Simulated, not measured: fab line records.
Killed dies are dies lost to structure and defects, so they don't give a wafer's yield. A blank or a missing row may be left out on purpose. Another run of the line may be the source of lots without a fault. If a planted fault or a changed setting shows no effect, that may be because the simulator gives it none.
Matching of chambers :: flow n5_finfet :: N5_BEOL_M0_SAQP_SPACER2_ETCHBACK_27 on rie_diel-01 has 4 sister chambers
The step etches SiO2 in CHF3/O2, target depth 22.5 nm, time 11.25 s. 4 wafers are shown with their chamber, then 7 later ones without.

== EACH WAFER AND ITS CHAMBER ==
wafer: L787.1
chamber: 2
showerhead_plenum_p_Torr (Torr): 2.42

wafer: L787.2
chamber: 1
showerhead_plenum_p_Torr (Torr): 2.49

wafer: L798.5
chamber: 0
showerhead_plenum_p_Torr (Torr): 2.48

wafer: L792.5
chamber: 3
showerhead_plenum_p_Torr (Torr): 2.37

== WAFERS WITHOUT THEIR CHAMBER ==
wafer: L792.6
showerhead_plenum_p_Torr (Torr): 2.48

wafer: L799.1
showerhead_plenum_p_Torr (Torr): 2.37

wafer: L799.4
showerhead_plenum_p_Torr (Torr): 2.48

wafer: L799.5
showerhead_plenum_p_Torr (Torr): 2.48

wafer: L800.1
showerhead_plenum_p_Torr (Torr): 2.40

wafer: L800.3
showerhead_plenum_p_Torr (Torr): 2.37

wafer: L800.6
showerhead_plenum_p_Torr (Torr): 2.40

== WHICH CHAMBER EACH WENT THROUGH ==
wafer: L792.6
from the rows above: can't be placed: 0 or 1
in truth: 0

wafer: L799.1
from the rows above: 3
in truth: 3

wafer: L799.4
from the rows above: can't be placed: 0 or 1
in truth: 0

wafer: L799.5
from the rows above: can't be placed: 0 or 1
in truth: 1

wafer: L800.1
from the rows above: can't be placed: 2 or 3
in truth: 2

wafer: L800.3
from the rows above: 3
in truth: 3

wafer: L800.6
from the rows above: can't be placed: 2 or 3
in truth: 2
Correctly placed: 2 of 7. Unplaceable from these rows: 5, with the true chamber sitting among the candidates in 5. 0 placed wrongly.
How it was worked out, from the rows above alone: a wafer's distance from a chamber is the root of the sum, over the readings, of the square of ((its reading less the chamber's mean) divided by the reading's scatter). The wafer belongs to the nearest chamber; if the next one is less than 2 further off, it can't be placed. A chamber's mean is the mean of its shown wafers. The scatter: with one shown wafer a chamber, the root of the mean of the squares of how far each hidden wafer lies from its nearest shown one.
